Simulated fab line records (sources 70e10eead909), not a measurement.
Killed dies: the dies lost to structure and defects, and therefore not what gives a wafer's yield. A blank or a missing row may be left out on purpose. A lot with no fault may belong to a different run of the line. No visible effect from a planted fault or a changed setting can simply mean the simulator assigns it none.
Problem report in the 8D (eight disciplines) form, filled by code -- flow nand-harc -- the parts of the form that need people (team, actions taken, sign-off) are left out

## 1. WHAT IS WRONG
Mean of oes-product-au at NHARC_A_WL_FILL_ETCHBACK_16: 0.56 a.u. over 2 wafers from 1 lot, against 0.98 a.u. (standard deviation 0.031) on wafers with no fault. That is -13 standard deviations from the usual mean.
The step: etches the open film in C4F8/O2/Ar, target depth 120 nm, time 24 s.
First seen on wafer L588.3, day 29 10:28, on rie-diel-04. The record has a number at this step for 39 wafers belonging to 13 lots. By rule, "out" or "out of limits" means more than 4 standard deviations away from the usual mean. All remaining wafers that have a number are taken as sound.

## 2. WHAT IT IS; WHAT IT IS NOT
question,is,is not
which readings at this step,oes-product-au,rf-vpp-V
which lots,L588,"L567, L568, L569, L570, L571, L576, L577, L578, L579, L580, L587, L590"
which wafers of those lots,"L588.3, L588.6",L588.4
read on which tools,rie-diel-04,"rie-diel-01, rie-diel-05"
when,from day 29 10:28,up to then (34 sound wafers); but 3 sound wafers of L590 came after

## 3. SUSPECTS, AND WHAT RULES EACH OUT
Counting: if a tool at a process step up to the reading ran every lot that is out, it stays a suspect. Sound lots after the first of them don't rule it out here, since some wafers of a struck lot are sound.
- pecvd-01 at NHARC_A_SLIT_DEP_23 (deposits SiON, target thk 100 nm): kept. It processed L588, the lot that is out, at day 28 06:25, and its most recent sound lot before then was L567 at day 20 12:14.
- rie-diel-04 at NHARC_A_WL_FILL_ETCHBACK_16 (etches the open film in C4F8/O2/Ar, target depth 120 nm, time 24 s): kept. It processed L588, the lot that is out, at day 29 10:28, and its most recent sound lot before then was L580 at day 27 04:36. Its own readings are out on those wafers: oes-product-au.
- Within pecvd-01 at NHARC_A_SLIT_DEP_23: the wafers that are out ran in chambers 0, 2; their sound lot-mates ran in chamber 1.
- At NHARC_A_WL_FILL_ETCHBACK_16 on rie-diel-04, chamber 1 took the sound wafers of the same lots and chamber 0 took the wafers that are out.
Left after counting: pecvd-01 at NHARC_A_SLIT_DEP_23, rie-diel-04 at NHARC_A_WL_FILL_ETCHBACK_16.

## 4. THE CAUSE (what the simulator had put in)
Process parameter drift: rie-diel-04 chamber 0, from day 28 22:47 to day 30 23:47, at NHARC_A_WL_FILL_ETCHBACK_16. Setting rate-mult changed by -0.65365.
This tool is one of the 2 suspects left after counting.

## 5. THE EFFECT CHAIN, in route order
One row per reading whose mean, taken over the struck wafers that have a number, lies over 3 standard deviations from the usual. Only readings whose record carries a usual standard deviation are examined. hours: median over the lots of the time between each lot's start at the first step of this table that gives one and its start at this step. sigmas: the change, counted in usual standard deviations.
hours,step,reading,usual,on struck wafers,change,sigmas
0,NHARC_A_WL_FILL_ETCHBACK_16,oes-product-au,0.98 a.u.,0.56,-0.42,-13
Here are the process steps it includes:
- NHARC_A_WL_FILL_ETCHBACK_16: etches the open film in C4F8/O2/Ar, target depth 120 nm, time 24 s.
Later measuring or inspecting steps at which every struck wafer that the step has a row for has a number for every such reading, and none has moved that far: NHARC_A_WL_FILL_INSPECT_15.

## 6. HOW IT WOULD HAVE BEEN CAUGHT EARLIER
In this record no reading fell out of limits until day 29 10:28, 12 hours after the fault had begun at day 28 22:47.
